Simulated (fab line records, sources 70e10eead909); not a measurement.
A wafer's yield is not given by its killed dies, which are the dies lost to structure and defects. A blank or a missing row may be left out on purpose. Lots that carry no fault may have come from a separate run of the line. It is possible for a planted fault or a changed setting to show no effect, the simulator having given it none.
Matching of chambers    flow nandHarc    4 sister chambers for NHARC_A_M1_CMP_23 on cmp-01
The step polishes, t overpolish 20 s, target thk 154.34 nm. 4 wafers are shown with their chamber, then 9 later ones without.

== WAFERS PAIRED WITH THEIR CHAMBERS ==
wafer   chamber  motorCurrentA (A)
L075.3  0        11.9
L079.5  3        11.7
L086.2  2        12.1
L086.5  1        14.0

== WAFERS WHOSE CHAMBER IS MISSING ==
wafer   motorCurrentA (A)
L087.1  12.9
L087.2  14.1
L087.3  11.7
L093.1  13.5
L093.3  11.0
L093.5  13.6
L095.1  11.4
L095.3  12.1
L095.4  13.3

== EACH ONE'S CHAMBER ==
wafer   from the rows above                in truth
L087.1  can't be placed: 2 or 0 or 1 or 3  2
L087.2  1                                  1
L087.3  can't be placed: 3 or 0 or 2       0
L093.1  can't be placed: 1 or 2            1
L093.3  can't be placed: 3 or 0 or 2       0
L093.5  1                                  1
L095.1  can't be placed: 3 or 0 or 2       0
L095.3  can't be placed: 2 or 0 or 3       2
L095.4  can't be placed: 1 or 2 or 0 or 3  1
Correct placement for 2 of the 9. Cannot be placed on the basis of these rows: 7; the candidates contain the true chamber in 7. 0 placed wrongly.
How it was worked out, from the rows above alone: a wafer's distance from a chamber is the root of the sum, over the readings, of the square of ((its reading less the chamber's mean) divided by the reading's scatter). If the next closest chamber is less than 2 further off than the closest, the wafer can't be placed; otherwise it belongs to the closest. For every chamber, the mean is computed from those of its wafers that are shown. The scatter: root of mean squared gap, hidden wafer to nearest shown wafer, with one shown wafer a chamber.
